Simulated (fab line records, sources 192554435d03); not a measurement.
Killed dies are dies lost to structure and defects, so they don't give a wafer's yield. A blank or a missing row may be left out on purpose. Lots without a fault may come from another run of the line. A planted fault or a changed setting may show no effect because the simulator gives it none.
Which tool did it? | flow n5_finfet | 9 lots, 25 wafers sampled, at 5 steps of a route of 1938

WHAT THE GAUGES READ, wafer by wafer
N5_MOL_CONTACT_COAG_OVL_MEAS_85. Usual: VG_OVL -0.5 nm, standard deviation 0.68.
lot  | measured     | on         | VG_OVL (nm)    | flag
L790 | day 5 15:08  | overlay-01 | -0.4 0.6 0.6   |
L793 | day 6 07:27  | overlay-01 | 0.6 0.7 0.1    |
L797 | day 7 08:58  | overlay-02 | 0.0 0.9 0.3    |
L798 | day 7 19:29  | overlay-02 | -0.5 -1.0 -1.1 |
L803 | day 8 19:26  | overlay-01 | -1.7 -0.8      |
L805 | day 9 08:42  | overlay-01 | -0.6 0.4       |
L808 | day 10 05:29 | overlay-02 | -1.8 -1.1 -1.3 |
L809 | day 10 07:05 | overlay-01 | -2.0 -0.4 -0.4 |
L811 | day 10 20:38 | overlay-02 | -0.3 -0.7 -0.6 |

N5_BEOL_M4_RC_MEAS_101. Usual: DIBL_N 36.3 mV/V, standard deviation 1.4; DIBL_P 36.2 mV/V, standard deviation 1.5; IOFF_N 0.160 nA/um, standard deviation 0.021; IOFF_P 0.211 nA/um, standard deviation 0.027; ION_N 676 uA/um, standard deviation 7.7; ION_P 463 uA/um, standard deviation 5.5; SS_N 71.4 mV/dec, standard deviation 0.57; SS_P 73.3 mV/dec, standard deviation 0.58; VT_N 249.3 mV, standard deviation 2.5; VT_P -250.1 mV, standard deviation 2.6.
lot  | measured     | on        | DIBL_N (mV/V)  | DIBL_P (mV/V)  | IOFF_N (nA/um)    | IOFF_P (nA/um)    | ION_N (uA/um) | ION_P (uA/um) | SS_N (mV/dec)  | SS_P (mV/dec)  | VT_N (mV)         | VT_P (mV)            | flag
L790 | day 8 18:29  | prober-01 | 34.7 35.4 35.9 | 35.4 35.5 36.0 | 0.147 0.154 0.162 | 0.193 0.193 0.212 | 674 673 676   | 461 457 463   | 70.8 71.6 71.6 | 72.1 73.2 72.9 | 249.7 250.8 249.0 | -250.8 -250.3 -249.7 |
L793 | day 9 00:44  | prober-02 | 34.6 36.3 37.5 | 34.4 36.7 37.7 | 0.129 0.158 0.168 | 0.152 0.173 0.185 | 674 669 671   | 452 454 449   | 71.2 71.3 72.1 | 73.3 74.3 74.0 | 254.6 249.1 251.6 | -257.9 -257.4 -253.5 |
L797 | day 10 06:29 | prober-02 | 34.5 34.5 34.8 | 35.8 35.7 36.1 | 0.155 0.148 0.159 | 0.194 0.189 0.199 | 687 685 690   | 471 462 467   | 71.6 71.3 71.2 | 72.5 72.8 73.2 | 249.1 249.6 249.1 | -251.3 -249.6 -253.2 |
L798 | day 11 04:47 | prober-01 | 34.8 37.6 35.2 | 33.4 37.7 33.9 | 0.129 0.172 0.131 | 0.172 0.227 0.173 | 665 680 677   | 459 464 459   | 71.0 71.2 71.1 | 72.6 73.9 72.5 | 253.6 246.5 250.5 | -249.8 -248.4 -249.7 |
L803 | day 11 20:47 | prober-02 | 35.1 39.6      | 33.8 38.9      | 0.132 0.220       | 0.212 0.301       | 677 697       | 465 480       | 70.5 72.0      | 72.9 74.3      | 249.9 242.6       | -245.2 -244.7        |
L805 | day 12 01:40 | prober-02 | 36.1 36.1      | 35.1 34.6      | 0.162 0.162       | 0.204 0.194       | 672 681       | 465 463       | 71.2 71.5      | 72.9 73.4      | 248.7 248.9       | -249.9 -252.3        |
L808 | day 13 08:55 | prober-02 | 36.2 33.3 35.4 | 37.0 34.4 36.0 | 0.155 0.112 0.134 | 0.210 0.168 0.185 | 681 667 676   | 465 460 465   | 71.0 70.5 71.1 | 72.6 72.3 72.1 | 248.7 252.3 250.8 | -248.2 -251.6 -252.4 |
L809 | day 13 12:47 | prober-01 | 36.7 34.1 34.5 | 38.9 35.2 36.2 | 0.172 0.128 0.141 | 0.245 0.191 0.199 | 678 662 671   | 468 462 461   | 71.2 70.9 70.6 | 73.8 72.5 73.5 | 248.6 250.9 251.8 | -249.6 -248.4 -251.2 |
L811 | day 14 01:29 | prober-01 | 36.2 35.2 37.5 | 36.6 34.4 37.0 | 0.155 0.125 0.157 | 0.221 0.181 0.228 | 673 660 673   | 465 451 460   | 71.6 70.8 71.8 | 74.1 73.0 74.3 | 250.7 253.3 250.6 | -249.9 -250.6 -249.8 |

WHICH TOOL RAN EACH LOT (tool, then ch and the chambers of the sampled wafers, then the start)
lot  | N5_MOL_CONTACT_COAG_PRE_CLEAN_142 | N5_MOL_CONTACT_COAG_ETCH_89        | N5_MOL_CONTACT_COAG_VIA_ETCH_46
L790 | pvd_sputter-03, day 5 11:07       | rie_diel-04 ch 0,2, day 5 15:15    | rie_diel-06 ch 1,2,3, day 5 15:44
L793 | pvd_sputter-03, day 6 03:34       | rie_diel-05 ch 1,3, day 6 07:58    | rie_diel-04 ch 0,3, day 6 08:35
L797 | pvd_sputter-01, day 7 04:49       | rie_diel-06 ch 1,2,3, day 7 09:05  | rie_diel-05 ch 0,3, day 7 09:31
L798 | pvd_sputter-01, day 7 15:28       | rie_diel-05 ch 1,2, day 7 19:46    | rie_diel-04 ch 1,2,3, day 7 20:13
L803 | pvd_sputter-02, day 8 14:27       | rie_diel-05 ch 2,3, day 8 19:47    | rie_diel-04 ch 0,3, day 8 20:13
L805 | pvd_sputter-03, day 9 04:49       | rie_diel-05 ch 0,3, day 9 08:50    | rie_diel-05 ch 1,2, day 9 09:16
L808 | pvd_sputter-01, day 10 01:11      | rie_diel-06 ch 0,2,3, day 10 05:37 | rie_diel-06 ch 1,2,3, day 10 06:03
L809 | pvd_sputter-03, day 10 02:43      | rie_diel-04 ch 1,2, day 10 07:12   | rie_diel-06 ch 0,2,3, day 10 07:46
L811 | pvd_sputter-02, day 10 16:17      | rie_diel-04 ch 0,1,3, day 10 20:49 | rie_diel-04 ch 2,3, day 10 21:17
- N5_MOL_CONTACT_COAG_PRE_CLEAN_142: time 60 s.
- N5_MOL_CONTACT_COAG_ETCH_89: etches underlayer in N2/H2, target depth 13 nm, time 10.4 s.
- N5_MOL_CONTACT_COAG_VIA_ETCH_46: etches SiO2 in C4F6/O2, target depth 46 nm, overetch 9.2 nm, time 40 s.

WHAT THE TOOLS THEMSELVES READ (means of the sampled wafers that have a number; where no wafer has one, the mark that the record gives instead)
N5_MOL_CONTACT_COAG_PRE_CLEAN_142. Usual: heater_power_w 474 W, standard deviation 49; susceptor_temp_C 300.02 C, standard deviation 0.2.
lot  | tool           | heater_power_w (W) | susceptor_temp_C (C) | flag
L790 | pvd_sputter-03 | 460                | 299.87               |
L793 | pvd_sputter-03 | 460                | 300.04               |
L797 | pvd_sputter-01 | 459                | 299.90               |
L798 | pvd_sputter-01 | 509                | 300.14               |
L803 | pvd_sputter-02 | 433                | 299.99               |
L805 | pvd_sputter-03 | 492                | 300.09               |
L808 | pvd_sputter-01 | 473                | 299.79               |
L809 | pvd_sputter-03 | 507                | 300.07               |
L811 | pvd_sputter-02 | 426                | 299.91               |

N5_MOL_CONTACT_COAG_ETCH_89. Usual: drypump_motor_current_A 5.8 A, standard deviation 0.41; etch_rf_on_time_s 10.39 s, standard deviation 0.14; n2_flow_sccm 200.0 sccm, standard deviation 0.6; oes_product_au 0.68 a.u., standard deviation 0.078; rf_vpp_V 524.6 V, standard deviation 2.7; showerhead_plenum_p_Torr 2.57 Torr, standard deviation 0.093; throttle_valve_pct 17.68 %, standard deviation 0.23.
lot  | tool        | drypump_motor_current_A (A) | etch_rf_on_time_s (s) | n2_flow_sccm (sccm) | oes_product_au (a.u.) | rf_vpp_V (V) | showerhead_plenum_p_Torr (Torr) | throttle_valve_pct (%) | flag
L790 | rie_diel-04 | 5.7                         | 10.41                 | 200.0               | 0.73                  | 524.7        | 2.58                            | 17.88                  |
L793 | rie_diel-05 | 5.7                         | 10.40                 | 199.8               | 0.63                  | 525.9        | 2.62                            | 17.73                  |
L797 | rie_diel-06 | 6.2                         | 10.45                 | 199.7               | 0.66                  | 521.7        | 2.51                            | 17.75                  |
L798 | rie_diel-05 | 5.7                         | 10.38                 | 200.2               | 0.69                  | 526.1        | 2.64                            | 17.48                  |
L803 | rie_diel-05 | 5.8                         | 13.44                 | 199.9               | 0.58                  | 523.5        | 2.55                            | 17.59                  | OFF
L805 | rie_diel-05 | 5.5                         | 13.47                 | 200.1               | 0.60                  | 525.9        | 2.61                            | 17.95                  | OFF
L808 | rie_diel-06 | 6.1                         | 10.41                 | 200.4               | 0.61                  | 521.6        | 2.45                            | 17.75                  |
L809 | rie_diel-04 | 5.9                         | 10.23                 | 200.2               | 0.70                  | 524.7        | 2.57                            | 17.87                  |
L811 | rie_diel-04 | 5.7                         | 10.16                 | 200.4               | 0.74                  | 525.6        | 2.58                            | 17.52                  |

N5_MOL_CONTACT_COAG_VIA_ETCH_46. Usual: drypump_motor_current_A 5.9 A, standard deviation 0.42; oes_product_au 0.71 a.u., standard deviation 0.075; rf_vpp_V 1590 V, standard deviation 14; showerhead_plenum_p_Torr 2.85 Torr, standard deviation 0.1; throttle_valve_pct 40.70 %, standard deviation 0.28.
lot  | tool        | drypump_motor_current_A (A) | oes_product_au (a.u.) | rf_vpp_V (V) | showerhead_plenum_p_Torr (Torr) | throttle_valve_pct (%) | flag
L790 | rie_diel-06 | 6.2                         | 0.71                  | 1582         | 2.81                            | 40.69                  |
L793 | rie_diel-04 | 5.5                         | 0.67                  | 1607         | 2.91                            | 40.72                  |
L797 | rie_diel-05 | 5.6                         | 0.68                  | 1593         | 2.87                            | 40.98                  |
L798 | rie_diel-04 | 5.8                         | 0.79                  | 1597         | 2.89                            | 40.67                  |
L803 | rie_diel-04 | 5.5                         | 0.79                  | 1611         | 2.90                            | 40.56                  |
L805 | rie_diel-05 | 5.7                         | 0.73                  | 1596         | 2.92                            | 40.34                  |
L808 | rie_diel-06 | 6.2                         | 0.68                  | 1581         | 2.80                            | 40.72                  |
L809 | rie_diel-06 | 6.1                         | 0.64                  | 1574         | 2.74                            | 40.70                  |
L811 | rie_diel-04 | 5.7                         | 0.76                  | 1597         | 2.88                            | 40.72                  |

THE ANSWER, worked out from the rows above alone
Rule: a lot is off if the mean of its wafers that have a number lies more than 3 standard deviations from the usual mean. A lot without any number at a reading at which 4 lots or more have one is off too. The other lots that the step has rows for count as sound. The gauges are gone through in route order, then the tools' own readings, and for those a lot's mean is taken as printed above. The first step at which some lot is off is used, and at that step the reading that is off furthest; a lot without a number counts as furthest.
Off: L803, L805, at N5_MOL_CONTACT_COAG_ETCH_89 (etch_rf_on_time_s).
A tool fits if, at that step or a process step before it, it ran every lot that is off, and no sound lot after the first of them. One fits: rie_diel-05 at N5_MOL_CONTACT_COAG_ETCH_89. Its last sound lot is L798 (day 7 19:46), its first lot that is off L803 (day 8 19:47): a fault that began between those two fits.
The tool's own readings at N5_MOL_CONTACT_COAG_ETCH_89 bear it out: on the lots that are off they differ by more than 5 times the standard deviation of the sound lots' means. etch_rf_on_time_s reads 13.46 s there against 10.35 s on the sound lots.

WHAT THE SIMULATOR HAD PUT IN
Process parameter drift: rie_diel-05, from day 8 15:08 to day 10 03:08, at N5_MOL_CONTACT_COAG_ETCH_89. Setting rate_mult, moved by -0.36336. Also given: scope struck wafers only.
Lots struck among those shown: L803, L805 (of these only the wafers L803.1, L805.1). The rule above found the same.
